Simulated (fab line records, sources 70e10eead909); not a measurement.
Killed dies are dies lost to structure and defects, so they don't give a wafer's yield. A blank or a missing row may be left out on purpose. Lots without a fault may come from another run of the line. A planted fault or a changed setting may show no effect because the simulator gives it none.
Problem report in the 8D (eight disciplines) form, filled by code | flow nand_harc | the parts of the form that need people (team, actions taken, sign-off) are left out

1. THE PROBLEM
killed_dies at NHARC_END_SORT_01 reads a mean of 196 on 2 wafers of 2 lots; wafers without a fault read 31 with a standard deviation of 11. That is +15 standard deviations from the usual mean.
First seen on wafer L357.4, day 24 01:55, on prober-02. The record holds 6 wafers of 2 lots with a number at this step. Rule for "out", or "out of limits": more than 4 standard deviations from the usual mean. The other wafers with a number count as sound.

2. WHAT IT IS AND WHAT IT IS NOT
question                    | is                           | is not
which readings at this step | killed_dies, killed_at_array | killed_at_other, killed_at_periphery, killed_open, killed_short
which lots                  | L357, L359                   | -
which wafers of those lots  | L357.4, L359.2               | L357.3, L357.6, L359.3, L359.5
read on which gauges        | prober-01, prober-02         | -
when                        | from day 24 01:55            | up to then (1 sound wafer); but 3 sound wafers of L357, L359 came after

3. SUSPECTS, AND WHAT RULES EACH OUT
Counting: a tool at a process step up to the reading stays a suspect if it ran every lot that is out. Sound lots after the first of them don't rule it out here, since some wafers of a struck lot are sound.
- the gauge at NHARC_END_SORT_01: ruled out. The wafers that are out were read on 2 gauges (prober-01, prober-02).
- rie_diel-07 at NHARC_A_CONTACT_ETCH_89 (etches the open film in N2/H2, target depth 260 nm, time 475.3 s): kept. It ran every lot that is out, first L357 (day 21 09:05). Its own readings are out on those wafers: run_length_s.
- rie_diel-08 at NHARC_A_CONTACT_ETCH_98 (etches the open film in C4F6/O2, target depth 20 nm, time 10 s): kept. It ran every lot that is out, first L357 (day 24 01:08). NHARC_A_CONTACT_ETCH_98 gives no start for some lots, so the hours and the order of its lots are those of NHARC_END_SORT_01.
- Within rie_diel-07 at NHARC_A_CONTACT_ETCH_89: the wafers that are out ran in chamber 0; their sound lot-mates ran in chambers 1, 3.
Left after counting: rie_diel-07 at NHARC_A_CONTACT_ETCH_89, rie_diel-08 at NHARC_A_CONTACT_ETCH_98.

4. THE CAUSE (what the simulator had put in)
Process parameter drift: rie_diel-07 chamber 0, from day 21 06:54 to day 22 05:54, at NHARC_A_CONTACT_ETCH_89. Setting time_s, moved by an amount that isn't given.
Counting left 2 suspects, and this tool is among them.

5. THE CHAIN OF EFFECTS, in route order
Each row: a reading whose mean over the struck wafers that have a number lies more than 3 standard deviations from the usual. Only readings for which the record gives a usual standard deviation are gone through. hours: the time from each lot's start at the first step in this table that gives one to its start at this step, as a median over the lots. sigmas: the change in usual standard deviations.
hours | step                    | reading         | usual   | on struck wafers | change | sigmas
0     | NHARC_A_CONTACT_ETCH_89 | run_length_s    | 496.6 s | 380.4            | -116.2 | -99 or more
62    | NHARC_END_SORT_01       | killed_at_array | 28      | 192              | +164   | +15
62    | NHARC_END_SORT_01       | killed_dies     | 31      | 196              | +164   | +15
The process steps in it:
- NHARC_A_CONTACT_ETCH_89: etches the open film in N2/H2, target depth 260 nm, time 475.3 s.

6. WHAT WOULD HAVE CAUGHT IT SOONER
In this record the first reading out of limits at a measuring or inspecting step was taken at day 24 01:55, 67 hours after the fault began at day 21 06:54.
The tool's own readings at NHARC_A_CONTACT_ETCH_89 were out on every struck wafer that the step has a row for (run_length_s): an alarm limit on them would have fired on the first of those.
All the lots that are out (2) had begun NHARC_A_CONTACT_ETCH_89 on rie_diel-07 by day 24 01:55. A hold on the tool at that time would have spared none of them.
